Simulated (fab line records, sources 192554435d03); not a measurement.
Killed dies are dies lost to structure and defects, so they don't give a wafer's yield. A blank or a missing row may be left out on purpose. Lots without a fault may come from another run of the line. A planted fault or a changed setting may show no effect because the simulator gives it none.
fab line records | flow n5_finfet
record lots=7 wafers=21
route steps=1938 shown FIN_CUT@155 DUMMY_GATE@215 SDB@369 HKMG_FIN@406 GATE_CUT@477 MOL_CONTACT_COAG@566
start_h: hours from the record's first day to the start of the lot's first wafer shown | wait_h: hours since the lot's step before | " the same as in the row above | L1.1+2: a row that stands for several wafers | - no value, or no start given | * or withheld: withheld | < > ~ a bound
route shown NAME@n: a module of which the file shows steps, and the number in the route of the first | usual: mean/standard deviation of fault-free wafers | same: alike in all rows | chamber/n: place in a boat | sites: the reading at each site | _std_site: their standard deviation | _edge_site: outer sites' mean less inner sites' | radius_mm: how far each site lies from the wafer's centre | mask NAME#n: copy n | behind: the tool/chamber that last shaped the wafer | hold: why the lot was held/for how many hours/how that ended | device: the transistor (n, p or np) that didn't switch | end of line: the same wafers' tests at the end of the route | a step without rows: its recipe alone | killed: dies lost to structure and defects at the first sort, not the wafer's yield | map: a wafer's dies, x killed, . not, _ none there
set.NAME: the setting as run; set.NAME@STEP: as run at that earlier step | model.NAME: the simulator's own value behind a step, which no gauge read
lots whose settings were changed on purpose; a table a step, a row a wafer
## steps
# step N5_FIN_CUT_COAT_19
# recipe resist=SiARC temp_c=220 time_s=60 spin_rpm=1500 resist_thk_nm=20
# columns lot.wafer tool chamber start_h wait_h set.spin_rpm model.SiARC_of_FIN_CUT_COAT_19.thk_nm
L075.1 litho_track-04 0 - - 1500 20
L075.3+5 " 0 " " 1412 20.6
L081.1+2 litho_track-03 0 - - 1616 19.2
L081.5 " 0 " " 1500 20
L085.1+2 litho_track-03 0 - - 1500 20
L085.5 " 0 " " 1398 20.6
L086.2+3 litho_track-03 0 - - 1500 20
L086.5 " 0 " " 1500 19.8
L090.1+3+5 litho_track-03 0 - - 1433 20.4
L093.2+4 litho_track-04 0 - - 1500 20
L093.6 " 0 " " 1370 20.8
L096.1+2 litho_track-03 0 - - 1500 20
L096.3 " 0 " " 1661 19
# step N5_FIN_CUT_COAT_29
# recipe resist=underlayer temp_c=205 time_s=60 spin_rpm=1500 resist_thk_nm=10
# step N5_FIN_CUT_COAT_02
# recipe resist=CAR-EUV spin_rpm=1500 resist_thk_nm=30
# step N5_FIN_CUT_DESCUM_13
# recipe chemistry=O2 time_s=7 source_power_w=50 bias_power_w=20 pressure_mtorr=20 rf_frequency_hz=2.712e+07 temp_c=40 resist=CAR-EUV o2_flow_sccm=225
# step N5_FIN_CUT_ETCH_30
# recipe chemistry=N2/H2 target=underlayer target_depth_a=130 mask_material=CAR-EUV time_s=10.4 ion_energy_ev=200 pressure_mtorr=30 source_w=840 bias_w=150 n2_flow_sccm=200 h2_flow_sccm=200 ends=cleared
# step N5_FIN_CUT_ETCH_20
# recipe chemistry=CF4 target=SiARC target_depth_a=260 mask_material=CAR-EUV time_s=43.3 ion_energy_ev=80 pressure_mtorr=40 source_w=545 bias_w=36 Ar_flow_sccm=100 cf4_flow_sccm=100 ends=cleared
# columns lot.wafer tool chamber start_h wait_h set.spin_rpm@FIN_CUT_COAT_19 model.etch.depth_nm
L075.1 rie_diel-05 2 33.44 0.0 1500 19.99
L075.3 " 3 " " 1412 20.61
L075.5 " 1 " " 1412 20.6
L081.1 rie_diel-05 2 69.20 0.0 1616 19.24
L081.2 " 1 " " 1616 19.23
L081.5 " 1 " " 1500 19.93
L085.1 rie_diel-05 3 94.84 0.0 1500 19.95
L085.2 " 1 " " 1500 19.96
L085.5 " 2 " " 1398 20.65
L086.2+3 rie_diel-01 2,0 101.64 0.0 1500 19.95
L086.5 " 2 " " 1500 19.9
L090.1 rie_diel-05 3 123.49 0.0 1433 20.34
L090.3 " 1 " " 1433 20.32
L090.5 " 1 " " 1433 20.31
L093.2 rie_diel-01 0 140.80 0.0 1500 19.94
L093.4 " 2 " " 1500 19.98
L093.6 " 3 " " 1370 20.86
L096.1 rie_diel-01 1 160.50 0.0 1500 19.98
L096.2 " 3 " " 1500 19.92
L096.3 " 2 " " 1661 18.96
# step N5_FIN_CUT_ETCH_21
# recipe chemistry=N2/H2 target=SOC target_depth_a=2190 overetch_a=438 mask_material=SiARC temp_c=40 ion_energy_ev=100 bias_w=61 time_s=523.5 pressure_mtorr=30 source_w=850 n2_flow_sccm=200 h2_flow_sccm=200
# columns lot.wafer tool chamber start_h wait_h set.spin_rpm@FIN_CUT_COAT_19 model.SiARC_of_FIN_CUT_COAT_19.thk_nm
L075.1 rie_diel-05 2 33.48 0.0 1500 12
L075.3 " 3 " " 1412 13
L075.5 " 1 " " 1412 12.6
L081.1 rie_diel-05 2 69.24 0.0 1616 11.2
L081.2 " 1 " " 1616 11.4
L081.5 " 1 " " 1500 12
L085.1 rie_diel-05 3 94.88 0.0 1500 12.2
L085.2 " 1 " " 1500 12
L085.5 " 2 " " 1398 12.6
L086.2 rie_diel-01 2 101.67 0.0 1500 11.6
L086.3 " 0 " " 1500 12.2
L086.5 " 2 " " 1500 11.4
L090.1 rie_diel-05 3 123.53 0.0 1433 12.6
L090.3+5 " 1 " " 1433 12.4
L093.2 rie_diel-01 0 140.84 0.0 1500 12.4
L093.4 " 2 " " 1500 11.8
L093.6 " 3 " " 1370 13
L096.1 rie_diel-01 1 160.54 0.0 1500 12.6
L096.2 " 3 " " 1500 12.2
L096.3 " 2 " " 1661 10.6
# step N5_DUMMY_GATE_CVD_03
# recipe material=a-Si target_thk_a=1500 temp_c=530 precursor=SiH4 time_s=8042
# columns lot.wafer tool chamber start_h wait_h set.temp_c model.a-Si_of_DUMMY_GATE_CVD_03.thk_nm
L075.1 - - - 0.1 546.4 232
L075.3 " - " " 546.4 233.4
L075.5 " - " " 546.4 233.2
L081.1 - - - 1.1 530 149.6
L081.2+5 " - " " 530 149.8
L085.1+2 - - - 0.1 530 147.6
L085.5 " - " " 530 147.2
L086.2 lpcvd-01 0/95 112.04 0.1 530 149.6
L086.3 " 0/100 " " 530 148.4
L086.5 " 0/109 " " 530 148.2
L090.1 - - - 0.1 550.1 260.6
L090.3 " - " " 550.1 260.4
L090.5 " - " " 550.1 260.8
L093.2 - - - 0.1 543.4 217.8
L093.4 " - " " 543.4 216.2
L093.6 " - " " 543.4 217
L096.1 - - - 0.1 517.1 103.6
L096.2+3 " - " " 517.1 101.4
# step N5_SDB_CUT_ETCH_26
# recipe chemistry=HBr/Cl2/O2 target=Si target_depth_a=1296 bt_time_s=20 mask_material=SiNx time_s=51.8 ion_energy_ev=* bias_w=* pressure_mtorr=10 icp_w=800 HBr_flow_sccm=150 Cl2_flow_sccm=80 O2_flow_sccm=12
# columns lot.wafer tool chamber start_h wait_h set.icp_w model.etch.depth_nm model.SDB.feature_depth_nm
L075.1 rie_si-02 0 76.44 0.1 800 129.9 130
L075.3 " 1 " " 708.2 124.9 125
L075.5 " 1 " " 708.2 123.9 123.8
L081.1 rie_si-02 1 109.73 0.1 800 131.3 131.2
L081.2 " 2 " " 800 129.6 129.6
L081.5 " 1 " " 800 129.7 129.6
L085.1 rie_si-02 0 133.02 0.1 906.1 140.9 141
L085.2 " 2 " " 800 129.6 129.6
L085.5 " 0 " " 906.1 141.1 141.2
L086.2 rie_si-02 0 140.34 0.1 800 130.7 130.6
L086.3 " 1 " " 800 130.1 130.2
L086.5 " 2 " " 800 127.4 127.4
L090.1+5 rie_si-04 1,2 163.20 0.1 800 134.4 134.4
L090.3 " 2 " " 800 134.8 134.8
L093.2 rie_si-05 0 178.18 0.1 800 131.1 131
L093.4 " 3 " " 739.3 125.4 125.4
L093.6 " 1 " " 739.3 126.5 126.6
L096.1 rie_si-02 3 200.42 0.1 800 133.8 133.8
L096.2 " 2 " " 800 127.7 127.6
L096.3 " 1 " " 846.8 133.6 133.6
# step N5_HKMG_FIN_ETCH_58
# recipe chemistry=N2/H2 target=SOC target_depth_a=2158 ion_energy_ev=50 bias_w=13 time_s=741 pressure_mtorr=30 source_w=875 n2_flow_sccm=200 h2_flow_sccm=200
# usual rf_vpp_V=98.7/0.9
# columns lot.wafer tool chamber start_h wait_h set.bias_w rf_vpp_V
L075.1 rie_diel-04 2 81.79 0.0 13 98.6
L075.3 " 0 " " 14.03 103.9
L075.5 " 0 " " 14.03 104.4
L081.1 rie_diel-04 2 114.89 0.0 13 99.7
L081.2 " 0 " " 10.78 87.6
L081.5 " 1 " " 13 97.1
L085.1 rie_diel-04 1 138.36 0.0 11.15 89.0
L085.2 " 2 " " 13 98.9
L085.5 " 1 " " 13 97.9
L086.2 rie_diel-02 0 145.51 0.0 13 99.3
L086.3 " 2 " " 13 98.5
L086.5 " 0 " " 13 98.7
L090.1 rie_diel-04 0 168.73 0.0 13 99.4
L090.3 " 1 " " 13 97.4
L090.5 " 3 " " 13 98.5
L093.2 rie_diel-03 0 184.66 0.0 13 100.1
L093.4 " 3 " " 11.46 91.6
L093.6 " 2 " " 11.46 89.9
L096.1 rie_diel-03 3 205.58 0.0 13 98.7
L096.2 " 1 " " 11.07 87.7
L096.3 " 0 " " 13 99.6
# step N5_GATE_CUT_HM_DEP_46
# recipe material=SiO2 target_thk_a=1300 temp_c=400 precursor=TEOS/O2 pressure_torr=6.5 rf_w=900 teos_flow_sccm=161.4 gas=O2 flow_sccm=2650 time_s=26.6
# columns lot.wafer tool chamber start_h wait_h set.time_s model.SiO2_of_GATE_CUT_HM_DEP_46.thk_nm
L075.1 pecvd-01 1 92.84 0.0 24.66 116.8
L075.3 " 2 " " 24.66 121.8
L075.5 " 2 " " 24.66 125
L081.1 pecvd-01 0 126.03 0.0 26.6 131
L081.2 " 1 " " 26.6 128.4
L081.5 " 1 " " 29.93 145.8
L085.1 pecvd-02 2 149.36 0.0 26.6 129
L085.2 " 1 " " 26.6 129.8
L085.5 " 0 " " 26.6 132.2
L086.2 pecvd-04 0 156.50 0.0 26.6 129
L086.3 " 1 " " 26.6 130
L086.5 " 0 " " 26.6 130.4
L090.1 pecvd-04 2 179.54 0.0 26.6 128
L090.3 " 0 " " 26.6 129.6
L090.5 " 0 " " 26.6 132.4
L093.2 pecvd-01 2 195.62 0.0 26.6 131
L093.4 " 2 " " 29.04 143
L093.6 " 1 " " 26.6 129.8
L096.1 pecvd-02 2 216.96 0.0 26.6 126.8
L096.2 " 0 " " 25.09 122.6
L096.3 " 0 " " 25.09 123.8
# step N5_GATE_CUT_COAT_34
# recipe resist=SOC temp_c=250 time_s=60 spin_rpm=1500 resist_thk_nm=60
# step N5_GATE_CUT_COAT_35
# recipe resist=SiARC temp_c=220 time_s=60 spin_rpm=1500 resist_thk_nm=10
# step N5_GATE_CUT_STRIP_38
# recipe chemistry=N2/H2 temp_c=40 n2_flow_sccm=200 h2_flow_sccm=200 rf_frequency_hz=6e+07
# step N5_GATE_CUT_STRIP_39
# recipe chemistry=N2/H2 temp_c=40 n2_flow_sccm=200 h2_flow_sccm=200 rf_frequency_hz=6e+07
# step N5_GATE_CUT_HM_OPEN_40
# recipe chemistry=C4F6/O2 target=SiO2 mask_material=SiARC target_depth_a=1390 time_s=85.1 ion_energy_ev=250 pressure_mtorr=30 source_w=345 bias_w=185 Ar_flow_sccm=300 C4F6_flow_sccm=10 O2_flow_sccm=10 ends=cleared
# columns lot.wafer tool chamber start_h wait_h set.time_s@GATE_CUT_HM_DEP_46 model.etch.depth_nm model.SOC_of_GATE_CUT_COAT_34.thk_nm
L075.1 rie_diel-05 3 93.46 0.0 24.66 116.7 35.2
L075.3 " 1 " " 24.66 121.8 34.4
L075.5 " 2 " " 24.66 125 33.2
L081.1 rie_diel-05 0 126.66 0.0 26.6 130.9 33
L081.2 " 1 " " 26.6 128.4 33
L081.5 " 1 " " 29.93 145.8 29.4
L085.1 rie_diel-05 2 150.11 0.0 26.6 129 32.4
L085.2 " 0 " " 26.6 129.8 33.4
L085.5 " 0 " " 26.6 132.1 33
L086.2 rie_diel-06 3 157.25 0.0 26.6 129 33
L086.3 " 1 " " 26.6 130 33.6
L086.5 " 2 " " 26.6 130.4 32.6
L090.1 rie_diel-06 0 180.29 0.0 26.6 128 34
L090.3 " 1 " " 26.6 129.6 33.8
L090.5 " 2 " " 26.6 132.4 32.6
L093.2 rie_diel-01 0 196.25 0.0 26.6 131 33
L093.4 " 3 " " 29.04 143 30
L093.6 " 2 " " 26.6 129.9 32.6
L096.1 rie_diel-01 3 217.60 0.0 26.6 126.7 33.2
L096.2 " 2 " " 25.09 122.6 34.2
L096.3 " 1 " " 25.09 123.8 34.6
# step N5_GATE_CUT_STRIP_41
# recipe chemistry=CF4 resist=SiARC power_w=300 bias_power_w=75 pressure_mtorr=50 cf4_flow_sccm=150 rf_frequency_hz=6e+07
# step N5_GATE_CUT_STRIP_42
# recipe chemistry=O2 power_w=400 temp_c=40 pressure_mtorr=30 rf_frequency_hz=6e+07 bias_power_w=0 overash_fraction=0.3 o2_flow_sccm=225
# step N5_GATE_CUT_ALD_22
# recipe material=SiNx target_thk_a=160 temp_c=400 ald_precursor_family=SiH2I2 ald_co_reactant=N2/H2-plasma pulse_time_s=1 ald_cycles=320 purge_time_s=2 co_reactant_purge_time_s=2 pressure_torr=2
# step N5_GATE_CUT_CMP_23
# recipe stop_on=SiO2 t_overpolish_s=23.4 post_cmp_clean=alkaline_brush down_force_psi=2.5 platen_rpm=51.8 pad_velocity_m_s=1.0307 target_thk_nm=16
# step N5_GATE_CUT_THK_MEAS_24
# recipe reads=SiO2_of_GATE_CUT_HM_DEP_46+SiO2_flowable_of_ILD0_FCVD_FILL_01
# usual GC_FILL_THK=221.2/2.1
# columns lot.wafer tool chamber start_h wait_h set.time_s@GATE_CUT_HM_DEP_46 GC_FILL_THK[nm]
L075.1 film_metro-02 - 95.96 - 24.66 206.8
L075.3 " - " " 24.66 212.6
L075.5 " - " " 24.66 215.6
L081.1 film_metro-01 - 129.13 - 26.6 220.4
L081.2 " - " " 26.6 218.6
L081.5 " - " " 29.93 238.1
L085.1 film_metro-01 - 152.56 - 26.6 218.2
L085.2 " - " " 26.6 220.7
L085.5 " - " " 26.6 221.4
L086.2 film_metro-02 - 159.93 - 26.6 221.0
L086.3 " - " " 26.6 221.8
L086.5 " - " " 26.6 222.6
L090.1 film_metro-02 - 184.33 - 26.6 218.1
L090.3 " - " " 26.6 218.4
L090.5 " - " " 26.6 222.6
L093.2 film_metro-02 - 199.69 - 26.6 220.8
L093.4 " - " " 29.04 234.7
L093.6 " - " " 26.6 221.0
L096.1 film_metro-02 - 220.33 - 26.6 217.9
L096.2 " - " " 25.09 214.2
L096.3 " - " " 25.09 213.3
# step N5_GATE_CUT_CMP_43
# recipe material=SiO2 post_cmp_clean=rinse_only
# columns lot.wafer tool chamber start_h wait_h set.time_s@GATE_CUT_HM_DEP_46 model.SiO2_of_GATE_CUT_HM_DEP_46.thk_nm
L075.3 cmp-02 1 96.15 0.2 24.66 4.6
L075.1 " 2 " " 24.66 4.4
L075.5 " 3 " " 24.66 4.8
L081.2+1 cmp-03 1,2 129.16 0.0 26.6 5
L081.5 " 1 " " 29.93 5.8
L085.2+1 cmp-03 1,3 152.67 0.1 26.6 5
L085.5 " 0 " " 26.6 5.2
L086.3+2+5 cmp-04 0,2,3 160.04 0.1 26.6 5
L090.3+1 cmp-02 1,0 184.36 0.0 26.6 5
L090.5 " 2 " " 26.6 5.2
L093.4 cmp-03 0 199.80 0.1 29.04 5.6
L093.2+6 " 1,3 " " 26.6 5
L096.3 cmp-04 2 220.36 0.0 25.09 4.8
L096.2 " 0 " " 25.09 4.6
L096.1 " 1 " " 26.6 4.8
# step N5_MOL_CONTACT_COAG_COAT_77
# recipe resist=underlayer temp_c=205 time_s=60 spin_rpm=1500 resist_thk_nm=10
# columns lot.wafer tool chamber start_h wait_h set.spin_rpm model.underlayer_of_MOL_CONTACT_COAG_COAT_77.thk_nm
L075.1+3+5 litho_track-03 0 - - 1500 10
L081.1+2 litho_track-05 0 - - 1500 10
L081.5 " 0 " " 1659 9.4
L085.1+5 litho_track-01 0 - - 1500 10
L085.2 " 0 " " 1408 10.2
L086.2+3+5 litho_track-05 0 - - 1500 10
L090.1+3 litho_track-05 0 - - 1381 10.4
L090.5 " 0 " " 1500 10
L093.2 litho_track-01 0 - - 1500 10
L093.4+6 " 0 " " 1641 9.6
L096.1+2+3 litho_track-01 0 - - 1500 10
# step N5_MOL_CONTACT_COAG_COAT_78
# recipe resist=CAR-EUV spin_rpm=1500 resist_thk_nm=40
# step N5_MOL_CONTACT_COAG_EBR_80
# recipe solvent=PGMEA ebr_width_mm=1.5
# step N5_MOL_CONTACT_COAG_DESCUM_88
# recipe chemistry=O2 time_s=7 source_power_w=50 bias_power_w=20 pressure_mtorr=20 rf_frequency_hz=2.712e+07 temp_c=40 resist=CAR-EUV o2_flow_sccm=225
# step N5_MOL_CONTACT_COAG_ETCH_89
# recipe chemistry=N2/H2 target=underlayer target_depth_a=130 mask_material=CAR-EUV time_s=10.4 ion_energy_ev=200 pressure_mtorr=30 source_w=840 bias_w=150 n2_flow_sccm=200 h2_flow_sccm=200 ends=cleared
# columns lot.wafer tool chamber start_h wait_h set.spin_rpm@MOL_CONTACT_COAG_COAT_77 model.etch.depth_nm
L075.1 rie_diel-02 0 106.78 0.0 1500 10
L075.3 " 2 " " 1500 10.02
L075.5 " 0 " " 1500 10.01
L081.1 rie_diel-02 3 139.55 0.0 1500 9.97
L081.2 " 2 " " 1500 9.984
L081.5 " 0 " " 1659 9.493
L085.1 rie_diel-04 1 162.72 0.0 1500 9.985
L085.2 " 0 " " 1408 10.29
L085.5 " 3 " " 1500 9.966
L086.2 rie_diel-02 3 170.62 0.0 1500 9.987
L086.3 " 0 " " 1500 10.01
L086.5 " 1 " " 1500 9.982
L090.1 rie_diel-03 0 195.58 0.0 1381 10.4
L090.3 " 1 " " 1381 10.37
L090.5 " 1 " " 1500 9.983
L093.2 rie_diel-02 1 212.83 0.0 1500 9.973
L093.4 " 0 " " 1641 9.524
L093.6 " 3 " " 1641 9.532
L096.1 rie_diel-03 3 231.79 0.0 1500 9.967
L096.2 " 1 " " 1500 9.974
L096.3 " 0 " " 1500 9.98
# step N5_MOL_CONTACT_COAG_COAT_62
# recipe resist=SOC temp_c=250 time_s=60 spin_rpm=1500 resist_thk_nm=60
# columns lot.wafer tool chamber start_h wait_h set.spin_rpm model.SOC_of_MOL_CONTACT_COAG_COAT_62.thk_nm
L075.1 litho_track-03 0 107.60 0.0 1385 62.4
L075.3+5 " 0 " " 1500 60
L081.1+2 litho_track-03 0 140.46 0.0 1500 60.2
L081.5 " 0 " " 1640 57.6
L085.1+2 litho_track-03 0 163.57 0.0 1434 61.2
L085.5 " 0 " " 1500 60
L086.2 litho_track-05 0 171.73 0.0 1500 60.2
L086.3 " 0 " " 1500 59.8
L086.5 " 0 " " 1500 60
L090.1 litho_track-01 0 196.43 0.0 1547 59
L090.3 " 0 " " 1500 59.8
L090.5 " 0 " " 1547 58.8
L093.2 litho_track-05 0 213.70 0.0 1500 60
L093.4+6 " 0 " " 1420 61.6
L096.1+2+3 litho_track-01 0 232.66 0.0 1500 59.6
## key
split step=N5_FIN_CUT_COAT_19 setting=spin_rpm stated=1500 by=wafer
response step=N5_FIN_CUT_COAT_19 reading=model.SiARC_of_FIN_CUT_COAT_19.thk_nm change=-0.0951 per=1% r=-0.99
response step=N5_FIN_CUT_ETCH_20 reading=model.etch.depth_nm change=-0.0971 per=1% r=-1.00
response step=N5_FIN_CUT_ETCH_21 reading=model.SiARC_of_FIN_CUT_COAT_19.thk_nm change=-0.123 per=1% r=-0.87
split step=N5_DUMMY_GATE_CVD_03 setting=temp_c stated=530 by=lot
response step=N5_DUMMY_GATE_CVD_03 reading=model.a-Si_of_DUMMY_GATE_CVD_03.thk_nm change=+25.7 per=1% r=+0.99
split step=N5_SDB_CUT_ETCH_26 setting=icp_w stated=800 by=wafer
response step=N5_SDB_CUT_ETCH_26 reading=model.etch.depth_nm change=+0.678 per=1% r=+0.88
response step=N5_SDB_CUT_ETCH_26 reading=model.SDB.feature_depth_nm change=+0.68 per=1% r=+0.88
split step=N5_HKMG_FIN_ETCH_58 setting=bias_w stated=13 by=wafer
response step=N5_HKMG_FIN_ETCH_58 reading=rf_vpp_V change=+0.7 per=1% r=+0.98
split step=N5_GATE_CUT_HM_DEP_46 setting=time_s stated=26.6 by=wafer
response step=N5_GATE_CUT_HM_DEP_46 reading=model.SiO2_of_GATE_CUT_HM_DEP_46.thk_nm change=+1.24 per=1% r=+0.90
response step=N5_GATE_CUT_HM_OPEN_40 reading=model.etch.depth_nm change=+1.23 per=1% r=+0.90
response step=N5_GATE_CUT_HM_OPEN_40 reading=model.SOC_of_GATE_CUT_COAT_34.thk_nm change=-0.284 per=1% r=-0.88
response step=N5_GATE_CUT_THK_MEAS_24 reading=GC_FILL_THK change=+1.4 per=1% r=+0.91
response step=N5_GATE_CUT_CMP_43 reading=model.SiO2_of_GATE_CUT_HM_DEP_46.thk_nm change=+0.0589 per=1% r=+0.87
split step=N5_MOL_CONTACT_COAG_COAT_77 setting=spin_rpm stated=1500 by=wafer
response step=N5_MOL_CONTACT_COAG_COAT_77 reading=model.underlayer_of_MOL_CONTACT_COAG_COAT_77.thk_nm change=-0.0482 per=1% r=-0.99
response step=N5_MOL_CONTACT_COAG_ETCH_89 reading=model.etch.depth_nm change=-0.0478 per=1% r=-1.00
split step=N5_MOL_CONTACT_COAG_COAT_62 setting=spin_rpm stated=1500 by=wafer
response step=N5_MOL_CONTACT_COAG_COAT_62 reading=model.SOC_of_MOL_CONTACT_COAG_COAT_62.thk_nm change=-0.291 per=1% r=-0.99
